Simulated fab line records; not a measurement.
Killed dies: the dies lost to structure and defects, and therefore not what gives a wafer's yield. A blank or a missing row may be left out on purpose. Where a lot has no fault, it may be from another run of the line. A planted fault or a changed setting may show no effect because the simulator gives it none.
Comparing a struck lot with a sound one + flow n5Finfet + 15 steps out of a route of 1938
Sound: the wafers L851.1, L851.2, L851.6. Struck: wafers L856.1, L856.5, L856.6. The cause comes at the end.
Each step with rows lists, per side, the tool, then ch with its chambers, then its first start. Under that, the readings that differ: sound wafers + struck wafers + difference of the means + sigmas: that difference in standard deviations of wafers without a fault.
alike: words and numbers the same on both sides, and readings whose means are apart by under 2 such deviations; not compared: readings that were withheld, readings missing a value for some wafer, numbers with overlapping values and no deviation given by the record, and bounds like >300 which may hide the same value.
A row with sigmas, a row that says differs or no value, or rows on one side alone: a step with any of these is where the two part. When numbers do not overlap yet have no deviation, they are printed without sigmas and do not part them. A reading that every wafer of one side lacks parts them only if that side has two wafers or more.

first, 11 steps without rows for these wafers: N5_BEOL_M3_DESCUM_33 (chemistry O2, time 7 s); N5_BEOL_M3_ETCH_77 (etches underlayer in N2/H2, target depth 6.5 nm, time 5.2 s); N5_BEOL_M3_ETCH_69 (etches SiARC in CF4, target depth 15.6 nm, time 26 s); N5_BEOL_M3_ALD_98 (deposits SiO2, target thk 2.5 nm, pulse time 1 s, co reactant pulse time 1 s); N5_BEOL_M3_ETCHBACK_99 (etches SiO2 in CHF3, target depth 5 nm, time 10.4 s); N5_BEOL_M3_ETCH_70 (etches SOC in N2/H2, target depth 80 nm, overetch 16 nm, time 120 s); N5_BEOL_M3_STRIP_71 (strips in N2/H2); N5_BEOL_M3_STRIP_78 (strips in N2/H2); N5_BEOL_M3_VIA_ETCH_34 (etches the open film in C4F6/O2, target depth 69.4 nm, time 65.9 s); N5_BEOL_M3_STRIP_83 (strips in C4F6/O2); N5_BEOL_M3_STRIP_36 (strips in N2/H2).
N5_BEOL_M3_TRENCH_ETCH_37: etches SiOC in C4F6/O2, target depth 55.555 nm, time 29.2 s.
  sound on rieDiel-06 ch 1,2,3, day 10 02:18; struck on rieDiel-02 ch 2,3, day 10 16:48
| reading    | sound             | struck            | difference | sigmas |
|------------|-------------------|-------------------|------------|--------|
| biasW (W)  | 185.8 185.1 185.5 | 194.6 194.1 193.8 | +8.7       | +15    |
| rfVppV (V) | 664 656 668       | 691 685 692       | +27        | +7     |
  alike: drypumpMotorCurrentA, oes_f_703_au, oesProductAu, showerheadPlenumPTorr, throttleValvePct
  not compared: rfHoursCounterH
then, 1 step without rows for these wafers: N5_BEOL_M3_ETCH_41 (etches SiCN in CH3F/O2, target depth 29.9 nm, time 52.5 s).
N5_BEOL_M4_RC_MEAS_101:
  sound on prober-01 ch 0, day 10 17:42; struck on prober-02 ch 0, day 11 14:02
  alike: DIBL_N, DIBL_P, IOFF_N, IOFF_P, ION_N, ION_P, SS_N, SS_P, VT_N, VT_P
-- here the record skips 4 days between the struck wafers' starts before and after, leaving off in module BEOL_M4 and picking up in module PASSIVATION (first step shown: number 1936 of the route) --
N5_PASSIVATION_PROBE_49:
  struck on prober-01, day 15 23:45; sound on prober-01, day 14 21:37
| reading                 | sound | struck  | difference | sigmas |
|-------------------------|-------|---------|------------|--------|
| killed_at_M0_to_M3      | 23    | 40 65   | +30        | +3     |
| killedOpen              | 56    | 78 91   | +28        | +2     |
| sort_bin_5_function (%) | 3.6   | 5.4 5.8 | +2.0       | +2     |
  alike: defectLimitedYield, killed_at_M4_up, killedAtContacts, killedAtFrontEnd, killedAtOther, killedDies, killedShort, sort_bin_6_memory, sortNPass, sortYieldPct

WHERE THEY PART
Last at N5_PASSIVATION_PROBE_49 as far as this record goes, first at N5_BEOL_M3_TRENCH_ETCH_37.

WHY: what had been put in by the simulator
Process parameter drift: rieDiel-02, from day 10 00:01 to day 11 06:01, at N5_BEOL_M3_TRENCH_ETCH_37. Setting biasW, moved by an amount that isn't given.
